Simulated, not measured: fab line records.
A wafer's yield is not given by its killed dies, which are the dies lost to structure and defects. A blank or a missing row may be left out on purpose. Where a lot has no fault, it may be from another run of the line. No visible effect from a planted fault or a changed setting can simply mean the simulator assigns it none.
Which tool did it? || flow nand_harc || 12 lots, 36 wafers sampled, at 5 steps of a route of 1159

## WHAT THE GAUGES SHOWED, per wafer
NHARC_P_ZERO_WELL_CD_MEAS_52: the cd target is 2000 nm. Usual: cd_nm 1999.9 nm, standard deviation 2.
{"lot": "L369", "measured": "day 1 23:38", "on": "cd_sem-02", "cd_nm (nm)": "1996.8 2001.3 2000.5", "flag": ""}
{"lot": "L371", "measured": "day 2 11:37", "on": "cd_sem-02", "cd_nm (nm)": "1999.6 1999.8 2000.3", "flag": ""}
{"lot": "L372", "measured": "day 2 17:55", "on": "cd_sem-01", "cd_nm (nm)": "2001.1 2001.2 2000.6", "flag": ""}
{"lot": "L373", "measured": "day 2 23:55", "on": "cd_sem-03", "cd_nm (nm)": "1997.8 1996.4 1999.7", "flag": ""}
{"lot": "L375", "measured": "day 3 11:42", "on": "cd_sem-01", "cd_nm (nm)": "1997.4 2003.3 1998.9", "flag": ""}
{"lot": "L377", "measured": "day 3 23:38", "on": "cd_sem-02", "cd_nm (nm)": "2000.9 2000.4 2001.5", "flag": ""}
{"lot": "L378", "measured": "day 4 05:41", "on": "cd_sem-01", "cd_nm (nm)": "2001.0 1998.8 1996.1", "flag": ""}
{"lot": "L381", "measured": "day 4 23:59", "on": "cd_sem-01", "cd_nm (nm)": "2000.9 2000.1 1997.1", "flag": ""}
{"lot": "L383", "measured": "day 5 11:55", "on": "cd_sem-03", "cd_nm (nm)": "2003.5 2001.8 2000.9", "flag": ""}
{"lot": "L385", "measured": "day 6 00:10", "on": "cd_sem-02", "cd_nm (nm)": "1999.8 1996.4 2001.3", "flag": ""}
{"lot": "L386", "measured": "day 6 05:50", "on": "cd_sem-01", "cd_nm (nm)": "1999.0 1999.4 1999.8", "flag": ""}
{"lot": "L390", "measured": "day 7 05:52", "on": "cd_sem-02", "cd_nm (nm)": "1999.3 1999.7 1998.3", "flag": ""}

NHARC_END_SORT_01. Usual: killed_at_array 27, standard deviation 10; killed_at_other 0.6, standard deviation 0.83; killed_at_periphery 2.4, standard deviation 1.8; killed_dies 30, standard deviation 10; killed_open 3.3, standard deviation 1.7; killed_short 1.8, standard deviation 1.4.
{"lot": "L369", "measured": "day 19 13:35", "on": "prober-01", "killed_at_array": "22 31 30", "killed_at_other": "1 1 2", "killed_at_periphery": "3 1 2", "killed_dies": "26 33 34", "killed_open": "2 4 4", "killed_short": "1 0 1", "flag": ""}
{"lot": "L371", "measured": "day 20 06:23", "on": "prober-01", "killed_at_array": "31 32 14", "killed_at_other": "1 0 2", "killed_at_periphery": "1 2 3", "killed_dies": "33 34 19", "killed_open": "6 6 1", "killed_short": "0 4 3", "flag": ""}
{"lot": "L372", "measured": "day 20 06:20", "on": "prober-02", "killed_at_array": "27 28 15", "killed_at_other": "0 1 0", "killed_at_periphery": "5 1 0", "killed_dies": "32 30 15", "killed_open": "3 3 2", "killed_short": "1 5 1", "flag": ""}
{"lot": "L373", "measured": "day 21 00:19", "on": "prober-02", "killed_at_array": "9 19 16", "killed_at_other": "0 2 4", "killed_at_periphery": "2 2 1", "killed_dies": "11 23 21", "killed_open": "4 4 4", "killed_short": "2 3 4", "flag": ""}
{"lot": "L375", "measured": "day 21 14:16", "on": "prober-02", "killed_at_array": "9 10 11", "killed_at_other": "2 0 0", "killed_at_periphery": "4 4 4", "killed_dies": "15 14 15", "killed_open": "2 2 3", "killed_short": "0 3 1", "flag": ""}
{"lot": "L377", "measured": "day 21 00:04", "on": "prober-01", "killed_at_array": "30 21 36", "killed_at_other": "1 1 0", "killed_at_periphery": "0 1 3", "killed_dies": "31 23 39", "killed_open": "0 0 5", "killed_short": "0 0 0", "flag": ""}
{"lot": "L378", "measured": "day 21 21:18", "on": "prober-02", "killed_at_array": "30 30 37", "killed_at_other": "0 0 0", "killed_at_periphery": "5 1 2", "killed_dies": "35 31 39", "killed_open": "5 4 6", "killed_short": "2 3 5", "flag": ""}
{"lot": "L381", "measured": "day 22 06:43", "on": "prober-02", "killed_at_array": "32 28 24", "killed_at_other": "0 0 0", "killed_at_periphery": "2 2 2", "killed_dies": "34 30 26", "killed_open": "3 5 1", "killed_short": "2 4 0", "flag": ""}
{"lot": "L383", "measured": "day 22 18:08", "on": "prober-02", "killed_at_array": "26 29 26", "killed_at_other": "0 0 0", "killed_at_periphery": "4 3 3", "killed_dies": "30 32 29", "killed_open": "3 3 1", "killed_short": "2 2 2", "flag": ""}
{"lot": "L385", "measured": "day 23 15:56", "on": "prober-01", "killed_at_array": "20 16 21", "killed_at_other": "0 2 1", "killed_at_periphery": "1 2 3", "killed_dies": "21 20 25", "killed_open": "2 5 3", "killed_short": "0 1 4", "flag": ""}
{"lot": "L386", "measured": "day 23 15:56", "on": "prober-02", "killed_at_array": "33 43 33", "killed_at_other": "0 0 0", "killed_at_periphery": "1 1 2", "killed_dies": "34 44 35", "killed_open": "4 4 4", "killed_short": "1 4 2", "flag": ""}
{"lot": "L390", "measured": "day 24 18:47", "on": "prober-02", "killed_at_array": "46 46 32", "killed_at_other": "1 0 0", "killed_at_periphery": "7 6 7", "killed_dies": "54 52 39", "killed_open": "7 1 2", "killed_short": "2 5 0", "flag": ""}

## WHAT TOOL EACH LOT RAN ON (gives the tool, then ch and the chambers of the sampled wafers, and finally the start)
{"lot": "L369", "NHARC_P_ZERO_WELL_SOFTBAKE_06": "litho_track-02 ch 0, day 1 18:00", "NHARC_P_ZERO_WELL_ETCH_62": "rie_diel-05 ch 1,2,3, day 1 23:38 or earlier", "NHARC_P_STI_ETCH_15": "rie_si-03 ch 1,2,3, day 2 17:42"}
{"lot": "L371", "NHARC_P_ZERO_WELL_SOFTBAKE_06": "litho_track-03 ch 0, day 2 06:00", "NHARC_P_ZERO_WELL_ETCH_62": "rie_diel-05 ch 0,2,3, day 2 11:37 or earlier", "NHARC_P_STI_ETCH_15": "rie_si-01 ch 0,1,2, day 3 03:01"}
{"lot": "L372", "NHARC_P_ZERO_WELL_SOFTBAKE_06": "litho_track-02 ch 0, day 2 12:00", "NHARC_P_ZERO_WELL_ETCH_62": "rie_diel-02 ch 2,3, day 2 17:55 or earlier", "NHARC_P_STI_ETCH_15": "rie_si-03 ch 1,2, day 3 13:01"}
{"lot": "L373", "NHARC_P_ZERO_WELL_SOFTBAKE_06": "litho_track-02 ch 0, day 2 18:00", "NHARC_P_ZERO_WELL_ETCH_62": "rie_diel-05 ch 0,3, day 2 23:55 or earlier", "NHARC_P_STI_ETCH_15": "rie_si-01 ch 0,1,2, day 3 17:40"}
{"lot": "L375", "NHARC_P_ZERO_WELL_SOFTBAKE_06": "litho_track-03 ch 0, day 3 06:00", "NHARC_P_ZERO_WELL_ETCH_62": "rie_diel-05 ch 0,1, day 3 11:42 or earlier", "NHARC_P_STI_ETCH_15": "rie_si-03 ch 2,3, day 4 06:24"}
{"lot": "L377", "NHARC_P_ZERO_WELL_SOFTBAKE_06": "litho_track-07 ch 0, day 3 18:00", "NHARC_P_ZERO_WELL_ETCH_62": "rie_diel-05 ch 1,2,3, day 3 23:38 or earlier", "NHARC_P_STI_ETCH_15": "rie_si-03 ch 1,2,3, day 4 17:56"}
{"lot": "L378", "NHARC_P_ZERO_WELL_SOFTBAKE_06": "litho_track-02 ch 0, day 4 00:00", "NHARC_P_ZERO_WELL_ETCH_62": "rie_diel-02 ch 0,1,2, day 4 05:41 or earlier", "NHARC_P_STI_ETCH_15": "rie_si-04 ch 0,2,3, day 5 00:38"}
{"lot": "L381", "NHARC_P_ZERO_WELL_SOFTBAKE_06": "litho_track-03 ch 0, day 4 18:00", "NHARC_P_ZERO_WELL_ETCH_62": "rie_diel-02 ch 2,3, day 4 23:59 or earlier", "NHARC_P_STI_ETCH_15": "rie_si-03 ch 0,1,2, day 5 19:29"}
{"lot": "L383", "NHARC_P_ZERO_WELL_SOFTBAKE_06": "litho_track-03 ch 0, day 5 06:00", "NHARC_P_ZERO_WELL_ETCH_62": "rie_diel-02 ch 0,2,3, day 5 11:55 or earlier", "NHARC_P_STI_ETCH_15": "rie_si-04 ch 0,3, day 6 11:11"}
{"lot": "L385", "NHARC_P_ZERO_WELL_SOFTBAKE_06": "litho_track-03 ch 0, day 5 18:00", "NHARC_P_ZERO_WELL_ETCH_62": "rie_diel-02 ch 1,2,3, day 6 00:10 or earlier", "NHARC_P_STI_ETCH_15": "rie_si-01 ch 0,1,3, day 6 20:35"}
{"lot": "L386", "NHARC_P_ZERO_WELL_SOFTBAKE_06": "litho_track-07 ch 0, day 6 00:00", "NHARC_P_ZERO_WELL_ETCH_62": "rie_diel-05 ch 0,1, day 6 05:50 or earlier", "NHARC_P_STI_ETCH_15": "rie_si-04 ch 1,3, day 6 20:47"}
{"lot": "L390", "NHARC_P_ZERO_WELL_SOFTBAKE_06": "litho_track-02 ch 0, day 7 00:00", "NHARC_P_ZERO_WELL_ETCH_62": "rie_diel-02 ch 0,2,3, day 7 05:52 or earlier", "NHARC_P_STI_ETCH_15": "rie_si-04 ch 0,2,3, day 8 01:59"}
- NHARC_P_ZERO_WELL_SOFTBAKE_06: time 70 s.
- NHARC_P_ZERO_WELL_ETCH_62: etches the open film in CHF3/Ar, target depth 13 nm, time 6.5 s.
- NHARC_P_STI_ETCH_15: etches the open film in HBr/Cl2, target depth 300 nm, time 100.1 s.

## WHAT THE TOOLS THEMSELVES READ (means of the sampled wafers that have a number; where no wafer has one, the mark that the record gives instead)
NHARC_P_ZERO_WELL_SOFTBAKE_06. Usual: heater_power_total_W 200.9 W, standard deviation 1.3.
{"lot": "L369", "tool": "litho_track-02", "heater_power_total_W (W)": 200.9, "flag": ""}
{"lot": "L371", "tool": "litho_track-03", "heater_power_total_W (W)": 200.5, "flag": ""}
{"lot": "L372", "tool": "litho_track-02", "heater_power_total_W (W)": 201.2, "flag": ""}
{"lot": "L373", "tool": "litho_track-02", "heater_power_total_W (W)": 199.8, "flag": ""}
{"lot": "L375", "tool": "litho_track-03", "heater_power_total_W (W)": 201.4, "flag": ""}
{"lot": "L377", "tool": "litho_track-07", "heater_power_total_W (W)": 201.3, "flag": ""}
{"lot": "L378", "tool": "litho_track-02", "heater_power_total_W (W)": 201.1, "flag": ""}
{"lot": "L381", "tool": "litho_track-03", "heater_power_total_W (W)": 201.2, "flag": ""}
{"lot": "L383", "tool": "litho_track-03", "heater_power_total_W (W)": 290.6, "flag": "OFF"}
{"lot": "L385", "tool": "litho_track-03", "heater_power_total_W (W)": 291.0, "flag": "OFF"}
{"lot": "L386", "tool": "litho_track-07", "heater_power_total_W (W)": 200.1, "flag": ""}
{"lot": "L390", "tool": "litho_track-02", "heater_power_total_W (W)": 200.2, "flag": ""}

NHARC_P_ZERO_WELL_ETCH_62. Usual: bias_w 200.0 W, standard deviation 0.57; drypump_motor_current_A 5.7 A, standard deviation 0.43; mfc_ar_sccm 200.0 sccm, standard deviation 0.66; oes_product_au 0.972 a.u., standard deviation 0.016; rf_vpp_V 370.8 V, standard deviation 1.8; showerhead_plenum_p_Torr 2.35 Torr, standard deviation 0.075; throttle_valve_pct 20.217 %, standard deviation 0.0088.
{"lot": "L369", "tool": "rie_diel-05", "bias_w (W)": 200.0, "drypump_motor_current_A (A)": 5.7, "mfc_ar_sccm (sccm)": 200.4, "oes_product_au (a.u.)": 0.982, "rf_vpp_V (V)": 370.5, "showerhead_plenum_p_Torr (Torr)": 2.34, "throttle_valve_pct (%)": 20.222, "flag": ""}
{"lot": "L371", "tool": "rie_diel-05", "bias_w (W)": 200.1, "drypump_motor_current_A (A)": 5.9, "mfc_ar_sccm (sccm)": 200.1, "oes_product_au (a.u.)": 0.970, "rf_vpp_V (V)": 370.0, "showerhead_plenum_p_Torr (Torr)": 2.33, "throttle_valve_pct (%)": 20.208, "flag": ""}
{"lot": "L372", "tool": "rie_diel-02", "bias_w (W)": 200.2, "drypump_motor_current_A (A)": 5.1, "mfc_ar_sccm (sccm)": 200.4, "oes_product_au (a.u.)": 0.968, "rf_vpp_V (V)": 371.8, "showerhead_plenum_p_Torr (Torr)": 2.42, "throttle_valve_pct (%)": 20.222, "flag": ""}
{"lot": "L373", "tool": "rie_diel-05", "bias_w (W)": 199.7, "drypump_motor_current_A (A)": 6.0, "mfc_ar_sccm (sccm)": 200.4, "oes_product_au (a.u.)": 0.978, "rf_vpp_V (V)": 372.1, "showerhead_plenum_p_Torr (Torr)": 2.41, "throttle_valve_pct (%)": 20.208, "flag": ""}
{"lot": "L375", "tool": "rie_diel-05", "bias_w (W)": 199.1, "drypump_motor_current_A (A)": 5.4, "mfc_ar_sccm (sccm)": 200.2, "oes_product_au (a.u.)": 0.978, "rf_vpp_V (V)": 370.2, "showerhead_plenum_p_Torr (Torr)": 2.34, "throttle_valve_pct (%)": 20.223, "flag": ""}
{"lot": "L377", "tool": "rie_diel-05", "bias_w (W)": 200.1, "drypump_motor_current_A (A)": 5.7, "mfc_ar_sccm (sccm)": 200.9, "oes_product_au (a.u.)": 0.982, "rf_vpp_V (V)": 370.6, "showerhead_plenum_p_Torr (Torr)": 2.34, "throttle_valve_pct (%)": 20.220, "flag": ""}
{"lot": "L378", "tool": "rie_diel-02", "bias_w (W)": 200.0, "drypump_motor_current_A (A)": 5.7, "mfc_ar_sccm (sccm)": 200.1, "oes_product_au (a.u.)": 0.969, "rf_vpp_V (V)": 371.6, "showerhead_plenum_p_Torr (Torr)": 2.39, "throttle_valve_pct (%)": 20.222, "flag": ""}
{"lot": "L381", "tool": "rie_diel-02", "bias_w (W)": 200.4, "drypump_motor_current_A (A)": 5.1, "mfc_ar_sccm (sccm)": 199.5, "oes_product_au (a.u.)": 0.979, "rf_vpp_V (V)": 372.1, "showerhead_plenum_p_Torr (Torr)": 2.42, "throttle_valve_pct (%)": 20.219, "flag": ""}
{"lot": "L383", "tool": "rie_diel-02", "bias_w (W)": 200.2, "drypump_motor_current_A (A)": 5.6, "mfc_ar_sccm (sccm)": 200.0, "oes_product_au (a.u.)": 0.982, "rf_vpp_V (V)": 372.0, "showerhead_plenum_p_Torr (Torr)": 2.39, "throttle_valve_pct (%)": 20.222, "flag": ""}
{"lot": "L385", "tool": "rie_diel-02", "bias_w (W)": 200.4, "drypump_motor_current_A (A)": 5.5, "mfc_ar_sccm (sccm)": 200.5, "oes_product_au (a.u.)": 0.978, "rf_vpp_V (V)": 371.3, "showerhead_plenum_p_Torr (Torr)": 2.39, "throttle_valve_pct (%)": 20.218, "flag": ""}
{"lot": "L386", "tool": "rie_diel-05", "bias_w (W)": 199.9, "drypump_motor_current_A (A)": 5.4, "mfc_ar_sccm (sccm)": 200.2, "oes_product_au (a.u.)": 0.969, "rf_vpp_V (V)": 371.2, "showerhead_plenum_p_Torr (Torr)": 2.34, "throttle_valve_pct (%)": 20.209, "flag": ""}
{"lot": "L390", "tool": "rie_diel-02", "bias_w (W)": 200.1, "drypump_motor_current_A (A)": 5.6, "mfc_ar_sccm (sccm)": 199.4, "oes_product_au (a.u.)": 0.975, "rf_vpp_V (V)": 372.3, "showerhead_plenum_p_Torr (Torr)": 2.39, "throttle_valve_pct (%)": 20.218, "flag": ""}

NHARC_P_STI_ETCH_15. Usual: bias_w 100.0 W, standard deviation 0.31; drypump_motor_current_A 5.7 A, standard deviation 0.45; oes_product_au 0.998 a.u., standard deviation 0.013; throttle_valve_pct 26.407 %, standard deviation 0.0099.
{"lot": "L369", "tool": "rie_si-03", "bias_w (W)": 99.9, "drypump_motor_current_A (A)": 5.8, "oes_product_au (a.u.)": 1.011, "throttle_valve_pct (%)": 26.405, "flag": ""}
{"lot": "L371", "tool": "rie_si-01", "bias_w (W)": 99.8, "drypump_motor_current_A (A)": 5.5, "oes_product_au (a.u.)": 0.992, "throttle_valve_pct (%)": 26.408, "flag": ""}
{"lot": "L372", "tool": "rie_si-03", "bias_w (W)": 99.7, "drypump_motor_current_A (A)": 5.8, "oes_product_au (a.u.)": 0.999, "throttle_valve_pct (%)": 26.410, "flag": ""}
{"lot": "L373", "tool": "rie_si-01", "bias_w (W)": 100.1, "drypump_motor_current_A (A)": 5.5, "oes_product_au (a.u.)": 0.989, "throttle_valve_pct (%)": 26.405, "flag": ""}
{"lot": "L375", "tool": "rie_si-03", "bias_w (W)": 99.9, "drypump_motor_current_A (A)": 5.7, "oes_product_au (a.u.)": 1.010, "throttle_valve_pct (%)": 26.410, "flag": ""}
{"lot": "L377", "tool": "rie_si-03", "bias_w (W)": 99.8, "drypump_motor_current_A (A)": 5.9, "oes_product_au (a.u.)": 0.998, "throttle_valve_pct (%)": 26.395, "flag": ""}
{"lot": "L378", "tool": "rie_si-04", "bias_w (W)": 100.1, "drypump_motor_current_A (A)": 6.0, "oes_product_au (a.u.)": 0.997, "throttle_valve_pct (%)": 26.404, "flag": ""}
{"lot": "L381", "tool": "rie_si-03", "bias_w (W)": 100.1, "drypump_motor_current_A (A)": 5.7, "oes_product_au (a.u.)": 0.995, "throttle_valve_pct (%)": 26.401, "flag": ""}
{"lot": "L383", "tool": "rie_si-04", "bias_w (W)": 100.2, "drypump_motor_current_A (A)": 5.8, "oes_product_au (a.u.)": 0.999, "throttle_valve_pct (%)": 26.411, "flag": ""}
{"lot": "L385", "tool": "rie_si-01", "bias_w (W)": 99.9, "drypump_motor_current_A (A)": 5.3, "oes_product_au (a.u.)": 0.999, "throttle_valve_pct (%)": 26.410, "flag": ""}
{"lot": "L386", "tool": "rie_si-04", "bias_w (W)": 100.3, "drypump_motor_current_A (A)": 5.4, "oes_product_au (a.u.)": 0.991, "throttle_valve_pct (%)": 26.406, "flag": ""}
{"lot": "L390", "tool": "rie_si-04", "bias_w (W)": 99.7, "drypump_motor_current_A (A)": 6.0, "oes_product_au (a.u.)": 0.992, "throttle_valve_pct (%)": 26.416, "flag": ""}

## THE ANSWER, worked out from the rows above alone
Rule: a lot is off if the mean of its wafers that have a number lies more than 3 standard deviations from the usual mean. Also off: a lot with no number at a reading for which 4 or more lots have one. The other lots that the step has rows for count as sound. The gauges are gone through in route order, then the tools' own readings, and for those a lot's mean is taken as printed above. At the first step where some lot is off, the reading lying furthest off is the one used; lots without a number count as furthest.
Off: L383, L385, at NHARC_P_ZERO_WELL_SOFTBAKE_06 (heater_power_total_W).
A tool fits if, at that step or a process step before it, it ran every lot that is off, and no sound lot after the first of them. One candidate fits, namely litho_track-03 at NHARC_P_ZERO_WELL_SOFTBAKE_06. A fault onset in the window from L381 (day 4 18:00, its last sound lot) to L383 (day 5 06:00, its first lot off) fits.
On the lots that are off, the tool's own readings at NHARC_P_ZERO_WELL_SOFTBAKE_06 differ by more than 5 times the standard deviation of the sound lots' means, which bears it out; heater_power_total_W reads 290.8 W there versus 200.8 W on the sound lots.

## WHAT WAS PUT IN BY THE SIMULATOR
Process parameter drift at NHARC_P_ZERO_WELL_SOFTBAKE_06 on litho_track-03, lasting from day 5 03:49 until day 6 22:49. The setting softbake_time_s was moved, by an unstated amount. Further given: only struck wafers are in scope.
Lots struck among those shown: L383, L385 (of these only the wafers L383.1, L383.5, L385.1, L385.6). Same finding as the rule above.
